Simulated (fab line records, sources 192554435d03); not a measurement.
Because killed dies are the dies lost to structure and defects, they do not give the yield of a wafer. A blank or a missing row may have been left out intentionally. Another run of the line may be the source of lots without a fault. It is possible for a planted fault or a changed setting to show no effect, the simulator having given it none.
Problem report in the 8D (eight disciplines) form, filled by code | flow n5 finfet | the parts of the form that need people (team, actions taken, sign-off) are left out

## 1. WHAT WENT WRONG
Wafers with no fault read 18.0 nm with a standard deviation of 0.35, whereas cd nm at N5_BEOL_M3_CD_MEAS_18 reads a mean of 19.6 nm on 1 wafer of 1 lot. Measured from the usual mean, that is +4.6 standard deviations.
The step: pitch 36 nm, target cd 18 nm.
The first sign was on wafer L310.3 at day 13 02:58, on cd sem-03. Wafers with a number at this step in the record: 26, from 9 lots. Rule for "out" (also "out of limits"): further than 4 standard deviations from the usual mean. The other wafers with a number count as sound.

## 2. WHAT IT IS, AND WHAT IT ISN'T
question                    | is                | is not
which readings at this step | cd nm             | -
which lots                  | L310              | L288, L289, L291, L293, L295, L296, L299, L302
which wafers of those lots  | L310.3            | L310.5, L310.6
read on which gauges        | cd sem-03         | cd sem-01, cd sem-02
when                        | from day 13 02:58 | up to then (25 sound wafers)

## 3. THE SUSPECTS, EACH WITH WHAT RULES IT OUT
Counting: any tool at a process step up to the reading remains a suspect provided it ran every lot that is out. Sound lots after the first of them don't rule it out here, since some wafers of a struck lot are sound.
- the gauge at N5_BEOL_M3_CD_MEAS_18: kept. All the wafers that are out were read on cd sem-03, and no step on other tools shows them out.
- pvd sputter-03 at N5_BEOL_M2_SPUTTER_96 (material Cu, target thk 4.5 nm, time 8.29 s): kept. The lot that is out, L310, ran on it at day 12 22:07; the last sound lot it ran before that was L295, at day 9 09:11.
- pecvd-03 at N5_BEOL_M3_PECVD_72 (deposits SiO2 from TEOS/O2, target thk 16 nm, time 18 s): kept. The lot that is out, L310, ran on it at day 12 23:20; the last sound lot it ran before that was L295, at day 9 10:28.
- rie diel-03 at N5_BEOL_M3_ETCH_64 (etches SOC in N2/H2, target depth 75 nm, overetch 15 nm, time 112.5 s): kept. The lot that is out, L310, ran on it at day 13 02:24; the last sound lot it ran before that was L302, at day 10 18:49.
- rie diel-03 at N5_BEOL_M3_STRIP_66 (strips in CF4): kept. The lot that is out, L310, ran on it at day 13 02:31; the last sound lot it ran before that was L302, at day 10 18:56.
- rie diel-03, N5_BEOL_M3_ETCH_64: wafers that are out in chamber 1, sound lot-mates in chambers 0, 3.
- rie diel-03, N5_BEOL_M3_STRIP_66: wafers that are out in chamber 1, sound lot-mates in chambers 0, 3.
Left after counting: pvd sputter-03 at N5_BEOL_M2_SPUTTER_96, pecvd-03 at N5_BEOL_M3_PECVD_72, rie diel-03 at N5_BEOL_M3_ETCH_64, rie diel-03 at N5_BEOL_M3_STRIP_66, cd sem-03 at N5_BEOL_M3_CD_MEAS_18.

## 4. THE CAUSE (what the simulator had put in)
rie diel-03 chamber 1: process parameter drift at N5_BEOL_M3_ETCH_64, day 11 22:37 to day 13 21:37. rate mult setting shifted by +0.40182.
5 suspects survive the count, and this tool is in that group.

## 5. THE CHAIN OF EFFECTS, in route order
Rows list readings where the struck wafers' mean (over those with a number) sits beyond 3 standard deviations from the usual. Readings are gone through only where the record gives a usual standard deviation; hours: the median, over the lots, of the time from a lot's start at the first step in this table giving one to that lot's start at this step; sigmas: the change measured in usual standard deviations.
hours | step                  | reading | usual   | on struck wafers | change | sigmas
0     | N5_BEOL_M3_CD_MEAS_18 | cd nm   | 18.0 nm | 19.6             | +1.6   | +4.6
6     | N5_BEOL_M3_CD_MEAS_35 | cd nm   | 18.0 nm | 19.3             | +1.3   | +3.5
At these later measuring or inspecting steps, every struck wafer for which the step has a row has a number for every such reading, and none has moved that far: N5_BEOL_M4_RC_MEAS_101.

## 6. WHAT WOULD HAVE CAUGHT IT SOONER
In this record the first reading out of limits at a measuring or inspecting step was taken at day 13 02:58, 28 hours after the fault began at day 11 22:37.
Tool readings at N5_BEOL_M3_ETCH_64 with a usual standard deviation given in the record: none out on any struck wafer, hence no alarm at a limit of 4 standard deviations on them.
By day 13 02:58 the whole set of lots that are out, 1 in number, had already begun N5_BEOL_M3_ETCH_64 on rie diel-03. A hold on the tool at that time would have spared none of them.
